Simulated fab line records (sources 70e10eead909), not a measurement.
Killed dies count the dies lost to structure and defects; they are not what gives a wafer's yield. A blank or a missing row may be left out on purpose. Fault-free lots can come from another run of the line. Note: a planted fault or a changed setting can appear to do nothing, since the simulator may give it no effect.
Problem report in the 8D (eight disciplines) form, filled by code ; flow nand harc ; the parts of the form that need people (team, actions taken, sign-off) are left out

1. THE PROBLEM
Mean of killed at array at NHARC_END_SORT_01: 672 across 3 wafers in 3 lots; on wafers with no fault it is 56 (standard deviation 20). Relative to the usual mean, that is a shift of +31 standard deviations.
The first sign was on wafer L851.4 at day 31 07:13, on prober-02. Wafers with a number at this step in the record: 15, from 6 lots. By rule, "out" or "out of limits" means more than 4 standard deviations away from the usual mean. All remaining wafers that have a number are taken as sound.

2. WHAT IT IS; WHAT IT IS NOT
question;is;is not
which readings at this step;killed at array, killed dies;killed at other, killed at periphery, killed open, killed short
which lots;L851, L853, L854;L846, L850, L857
which wafers of those lots;L851.4, L853.5, L854.4;L851.6, L853.6, L854.6
read on which gauges;prober-01, prober-02;-
when;from day 31 07:13;"up to then (6 sound wafers); but 6 sound wafers of L851, L853, L854, L857 came after"

3. SUSPECTS, AND WHAT RULES EACH OUT
Counting: a tool at a process step up to the reading stays a suspect if it ran every lot that is out. Sound lots after the first of them don't rule it out here, since some wafers of a struck lot are sound.
- the gauge at NHARC_END_SORT_01 has been ruled out. The wafers that are out were read on 2 gauges (prober-01, prober-02).
- pvd sputter-01 at NHARC_A_BLC_PVD_32 (deposits Ti, target thk 5 nm, time 17.7 s): kept. It ran every lot that is out, first L851 (day 29 12:14).
The count leaves pvd sputter-01 at NHARC_A_BLC_PVD_32.

4. THE CAUSE (what the simulator had put in)
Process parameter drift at NHARC_A_BLC_PVD_32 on pvd sputter-01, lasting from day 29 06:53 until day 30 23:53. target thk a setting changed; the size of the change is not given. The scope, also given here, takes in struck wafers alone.
After counting, this tool was the only one left.

5. THE EFFECT CHAIN, in route order
Each row: a reading where the mean over the struck wafers with a number is more than 3 standard deviations away from the usual. Only readings for which the record gives a usual standard deviation are gone through. hours: the time from each lot's start at the first step in this table that gives one to its start at this step, as a median over the lots. sigmas: the change in usual standard deviations.
hours;step;reading;usual;on struck wafers;change;sigmas
0;NHARC_END_SORT_01;killed at array;56;672;+616;+31
0;NHARC_END_SORT_01;killed dies;61;674;+613;+29

6. HOW IT WOULD HAVE BEEN CAUGHT EARLIER
Counted from the fault's start at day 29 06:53, it took 48 hours until the first out-of-limits reading at a measuring or inspecting step in this record, taken at day 31 07:13.
Tool readings at NHARC_A_BLC_PVD_32 with a usual standard deviation given in the record: none out on any struck wafer, hence no alarm at a limit of 4 standard deviations on them.
The start of NHARC_A_BLC_PVD_32 on pvd sputter-01 came by day 31 07:13 for every one of the lots that are out (3). A hold on the tool at that time would have spared none of them.
